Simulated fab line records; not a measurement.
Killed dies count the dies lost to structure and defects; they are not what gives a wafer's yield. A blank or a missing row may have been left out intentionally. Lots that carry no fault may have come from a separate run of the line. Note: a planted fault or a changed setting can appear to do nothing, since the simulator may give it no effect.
Which tool is to blame? ; flow nand_harc ; 13 lots with 39 wafers sampled at 5 steps, on a route of 1302 steps

## WHAT EACH GAUGE READ, for each wafer
NHARC_THIN_TSV_THK_MEAS_02: measures by ir. Usual: thk_nm 3033 nm, standard deviation 220.
lot;measured;on;thk_nm (nm);flag
L125;day 23 17:22;film_metro-02;3038 3108 3127;
L126;day 23 19:46;film_metro-01;3023 3392 3350;
L128;day 25 04:05;film_metro-01;2845 2823 2710;
L129;day 25 12:14;film_metro-01;3075 2915 2963;
L131;day 25 15:52;film_metro-02;2574 2692 2623;
L132;day 27 05:46;film_metro-01;2539 3035 2752;
L134;day 27 04:33;film_metro-01;3033 2813 3271;
L135;day 28 14:59;film_metro-01;2870 2804 2882;
L136;day 28 13:46;film_metro-01;2935 2964 2814;
L139;day 29 12:14;film_metro-01;2833 3041 2960;
L144;day 32 02:41;film_metro-02;3015 3246 3046;
L145;day 32 21:00;film_metro-02;3276 3293 3453;
L146;day 32 13:21;film_metro-02;3170 3075 3236;

NHARC_END_SORT_01. Usual: killed_at_array 59, standard deviation 19; killed_at_other 0.6, standard deviation 0.85; killed_at_periphery 3.8, standard deviation 2.5; killed_dies 64, standard deviation 19; killed_open 3.3, standard deviation 1.8; killed_short 2.2, standard deviation 1.6.
lot;measured;on;killed_at_array;killed_at_other;killed_at_periphery;killed_dies;killed_open;killed_short;flag
L145;day 33 12:43;prober-01;111 125 116;1 0 0;2 1 3;114 126 119;1 2 4;1 2 3;OFF
L146;day 33 06:34;prober-01;111 122 123;2 0 1;4 6 1;117 128 125;4 2 2;1 3 3;OFF

## WHICH TOOL RAN EACH LOT (tool, then ch and the chambers of the sampled wafers, then the start)
lot;NHARC_A_CHANNEL_FILL_D2_ALD_15;NHARC_THIN_TSV_DEGAS_53;NHARC_THIN_TSV_ETCH_59
L125;ald_sin_batch-01 ch 0, day 13 21:22;pvd_sputter-03, day 24 02:28;rie_metal-02 ch 0,1, day 24 03:56
L126;ald_sin_batch-01 ch 0, day 13 21:22;pvd_sputter-02, day 24 03:07;rie_metal-01 ch 0, day 24 04:34
L128;ald_sin_batch-03 ch 0, day 15 13:04;pvd_sputter-03, day 25 09:46;rie_metal-03 ch 0,1, day 25 11:11
L129;ald_sin_batch-03 ch 0, day 15 13:04;pvd_sputter-03, day 25 18:04;rie_metal-02 ch 0,1, day 25 19:33
L131;ald_sin_batch-01 ch 0, day 16 10:18;pvd_sputter-01, day 25 21:44;rie_metal-03 ch 0,1, day 25 23:02
L132;ald_sin_batch-02 ch 0, day 17 05:35;pvd_sputter-02, day 27 11:35;rie_metal-03 ch 0,1, day 27 12:57
L134;ald_sin_batch-02 ch 0, day 17 05:35;pvd_sputter-01, day 27 10:23;rie_metal-03 ch 0,1, day 27 11:50
L135;ald_sin_batch-03 ch 0, day 18 10:22;pvd_sputter-01, day 28 21:00;rie_metal-02 ch 0,1, day 28 22:28
L136;ald_sin_batch-02 ch 0, day 18 16:47;pvd_sputter-03, day 28 19:57;rie_metal-03 ch 0,1, day 28 21:25
L139;ald_sin_batch-02 ch 0, day 19 17:34;pvd_sputter-02, day 29 18:04;rie_metal-03 ch 0,1, day 29 19:25
L144;ald_sin_batch-02 ch 0, day 21 17:11;pvd_sputter-01, day 32 08:30;rie_metal-03 ch 0,1, day 32 09:48
L145;ald_sin_batch-02 ch 0, day 22 12:29;pvd_sputter-01, day 33 02:53;rie_metal-01 ch 0,1, day 33 04:19
L146;ald_sin_batch-02 ch 0, day 22 12:29;pvd_sputter-02, day 32 19:11;rie_metal-03 ch 0,1, day 32 20:41
- NHARC_A_CHANNEL_FILL_D2_ALD_15: deposits SiNx, target thk 2 nm, pulse time 60 s, ald cycles 19.
- NHARC_THIN_TSV_DEGAS_53: time 60 s.
- NHARC_THIN_TSV_ETCH_59: etches the open film in Cl2/BCl3, target depth 880 nm, time 138.1 s.

## AS READ BY THE TOOLS THEMSELVES (means over the sampled wafers that have a number; for cases with no such wafer, the mark the record gives instead)
NHARC_A_CHANNEL_FILL_D2_ALD_15. Usual: precursor_pulse_height_rel 1.001, standard deviation 0.019.
lot;tool;precursor_pulse_height_rel;flag
L125;ald_sin_batch-01;0.992;
L126;ald_sin_batch-01;1.016;
L128;ald_sin_batch-03;1.022;
L129;ald_sin_batch-03;1.005;
L131;ald_sin_batch-01;1.004;
L132;ald_sin_batch-02;0.988;
L134;ald_sin_batch-02;0.995;
L135;ald_sin_batch-03;1.016;
L136;ald_sin_batch-02;0.994;
L139;ald_sin_batch-02;1.014;
L144;ald_sin_batch-02;1.005;
L145;ald_sin_batch-02;1.010;
L146;ald_sin_batch-02;0.994;

NHARC_THIN_TSV_DEGAS_53. Usual: heater_power_w 470 W, standard deviation 56.
lot;tool;heater_power_w (W);flag
L125;pvd_sputter-03;433;
L126;pvd_sputter-02;525;
L128;pvd_sputter-03;422;
L129;pvd_sputter-03;445;
L131;pvd_sputter-01;462;
L132;pvd_sputter-02;456;
L134;pvd_sputter-01;439;
L135;pvd_sputter-01;454;
L136;pvd_sputter-03;427;
L139;pvd_sputter-02;472;
L144;pvd_sputter-01;489;
L145;pvd_sputter-01;502;
L146;pvd_sputter-02;496;

NHARC_THIN_TSV_ETCH_59. Usual: drypump_motor_current_A 5.6 A, standard deviation 0.41; oes_product_au 1.000 a.u., standard deviation 0.0073; throttle_valve_pct 22.264 %, standard deviation 0.0091.
lot;tool;drypump_motor_current_A (A);oes_product_au (a.u.);throttle_valve_pct (%);flag
L125;rie_metal-02;5.4;0.996;22.266;
L126;rie_metal-01;5.5;1.004;22.256;
L128;rie_metal-03;5.8;0.996;22.259;
L129;rie_metal-02;5.4;1.006;22.254;
L131;rie_metal-03;5.5;0.990;22.263;
L132;rie_metal-03;5.9;1.000;22.263;
L134;rie_metal-03;5.8;1.001;22.269;
L135;rie_metal-02;5.6;1.006;22.264;
L136;rie_metal-03;5.8;0.997;22.253;
L139;rie_metal-03;5.9;0.994;22.260;
L144;rie_metal-03;5.5;0.986;22.272;
L145;rie_metal-01;5.6;1.006;22.265;
L146;rie_metal-03;5.8;1.002;22.273;

## THE ANSWER, worked out from the rows above alone
Rule: a lot is off if the mean of its wafers that have a number lies more than 3 standard deviations from the usual mean. Also off: a lot with no number at a reading for which 4 or more lots have one. The other lots that the step has rows for count as sound. The gauges are gone through in route order, then the tools' own readings, and for those a lot's mean is taken as printed above. The first step at which some lot is off is used, and at that step the reading that is off furthest; a lot without a number counts as furthest.
Off: L145, L146 (NHARC_END_SORT_01, killed_at_array). Neither off nor sound, because the step has no rows for them: L125, L126, L128, L129, L131, L132, L134, L135, L136, L139, L144.
If a tool, at a process step before that reading, ran all the lots that are off and no sound lot after the first of them, it fits. Those tools and the gauges at NHARC_END_SORT_01 are tried in the same way. This does not decide it: 2 tools fit, namely ald_sin_batch-02 at NHARC_A_CHANNEL_FILL_D2_ALD_15 and prober-01 at NHARC_END_SORT_01.

## WHAT THE SIMULATOR HAD PUT IN
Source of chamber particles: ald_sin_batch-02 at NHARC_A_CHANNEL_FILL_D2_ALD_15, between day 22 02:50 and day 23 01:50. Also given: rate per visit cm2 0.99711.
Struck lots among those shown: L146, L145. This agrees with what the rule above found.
